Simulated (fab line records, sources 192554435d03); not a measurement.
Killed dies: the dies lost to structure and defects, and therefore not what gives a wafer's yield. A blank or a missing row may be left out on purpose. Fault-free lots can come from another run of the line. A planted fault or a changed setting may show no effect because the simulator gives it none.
A lot that was struck, set against a sound lot -- flow n5-finfet -- 38 out of 1938 route steps
Sound: these wafers, L380.1, L380.2, L380.6. The struck wafers were L392.2, L392.3, L392.5. At the end, the cause is stated.
Order at every step that has rows: each side's tool, ch and its chambers, its first start. Under that, the readings that differ: sound wafers -- struck wafers -- difference of the means -- sigmas: that difference in standard deviations of wafers without a fault.
alike: readings whose means differ by less than 2 such deviations, and words and numbers that are the same on both sides. not compared: withheld readings, readings that some wafer has no value for, bounds like >300 that may hide the same value, and numbers for which the record gives no deviation and whose values overlap.
A row with sigmas, a row that says differs or no value, or rows on one side alone: a step with any of these is where the two part. Numbers that have no deviation but don't overlap get no sigmas and don't part them. Lack of a reading on every wafer of one side parts them only where that side has two or more wafers.

first, 9 steps without rows for these wafers: N5_BEOL_M5_COAT_66 (time 60 s, resist thk 12 nm); N5_BEOL_M5_COAT_74 (time 60 s, resist thk 5 nm); N5_BEOL_M5_COAT_22 (resist thk 30 nm); N5_BEOL_M5_EBR_24; N5_BEOL_M5_SOFTBAKE_23 (time 60 s); N5_BEOL_M5_EXPOSE_25 (exposes mask V4, defocus 10 nm); N5_BEOL_M5_PEB_26 (peb time 60 s); N5_BEOL_M5_DEVELOP_27 (develop time 30 s); N5_BEOL_M5_DESCUM_33 (chemistry O2, time 7 s).
N5_BEOL_M5_ETCH_75: etches underlayer in N2/H2, target depth 6.5 nm, time 5.2 s.
  sound on rie-diel-03 ch 0,2, day 9 03:24; struck on rie-diel-04 ch 0,2, day 11 17:08
  alike: drypump-motor-current-A, etch-rf-on-time-s, oes-product-au, rf-vpp-V, showerhead-plenum-p-Torr, throttle-valve-pct
  not compared: rf-hours-counter-h
then, 27 steps without rows for these wafers: N5_BEOL_M5_ETCH_67 (etches SiARC in CF4, target depth 15.6 nm, time 26 s); N5_BEOL_M5_ETCH_68 (etches SOC in N2/H2, target depth 80 nm, overetch 16 nm, time 120 s); N5_BEOL_M5_STRIP_69 (strips in N2/H2); N5_BEOL_M5_STRIP_76 (strips in N2/H2); N5_BEOL_M5_VIA_ETCH_34 (etches SiCOH lowk in C4F6/O2, target depth 88.3 nm, time 39.2 s); N5_BEOL_M5_STRIP_85 (strips in C4F6/O2); N5_BEOL_M5_STRIP_36 (strips in N2/H2); N5_BEOL_M5_TRENCH_ETCH_37 (etches SiCOH lowk in C4F6/O2, target depth 71.652 nm, time 24.7 s); N5_BEOL_M5_ETCH_41 (etches SiCN in CH3F/O2, target depth 31.5 nm, time 56.7 s); N5_BEOL_M5_STRIP_91 (strips in N2/H2, time 10 s); N5_BEOL_M5_HM_STRIP_39 (strips TiN in peroxide tin strip, target depth 25 nm, time 158 s); N5_BEOL_M5_SRD_40 (time 30 s); N5_BEOL_M5_PRECLEAN_42 (cleans in residue remover, time 60 s); N5_BEOL_M5_SRD_43 (time 30 s); N5_BEOL_M5_CURE_80 (cures SiCOH lowk, time 120 s); N5_BEOL_M5_DEGAS_44 (time 60 s); N5_BEOL_M5_PRE_CLEAN_45 (time 30 s); N5_BEOL_M5_ALD_86 (deposits TaN, pulse time 2 s, purge time 3 s, co reactant purge time 2 s); N5_BEOL_M5_SURFACE_TREAT_87; N5_BEOL_M5_CVD_47 (deposits Co from CCTBA/H2, target thk 3 nm, time 216 s); N5_BEOL_M5_SPUTTER_48 (material Cu, target thk 15 nm, time 27.62 s); N5_BEOL_M5_ANNEAL_49 (time 1800 s); N5_BEOL_M5_SPUTTER_81 (material Cu, target thk 15 nm, time 27.62 s); N5_BEOL_M5_ANNEAL_82 (time 1800 s); N5_BEOL_M5_SPUTTER_83 (material Cu, target thk 15 nm, time 27.62 s); N5_BEOL_M5_ANNEAL_84 (time 1800 s); N5_BEOL_M5_SPUTTER_88 (material Cu, target thk 15 nm, time 27.62 s).
-- the record jumps here: 4 days lie between the struck wafers' starts before and after (it left off in module BEOL_M5 and takes up again in module PASSIVATION, whose first step shown is number 1936 of the route) --
N5_PASSIVATION_PROBE_49:
  the record has rows for the struck wafers here (prober-01, day 16 04:18) and none for the sound ones

== WHERE THEY PART ==
Only at N5_PASSIVATION_PROBE_49, within this record.

WHY: what had been put in by the simulator
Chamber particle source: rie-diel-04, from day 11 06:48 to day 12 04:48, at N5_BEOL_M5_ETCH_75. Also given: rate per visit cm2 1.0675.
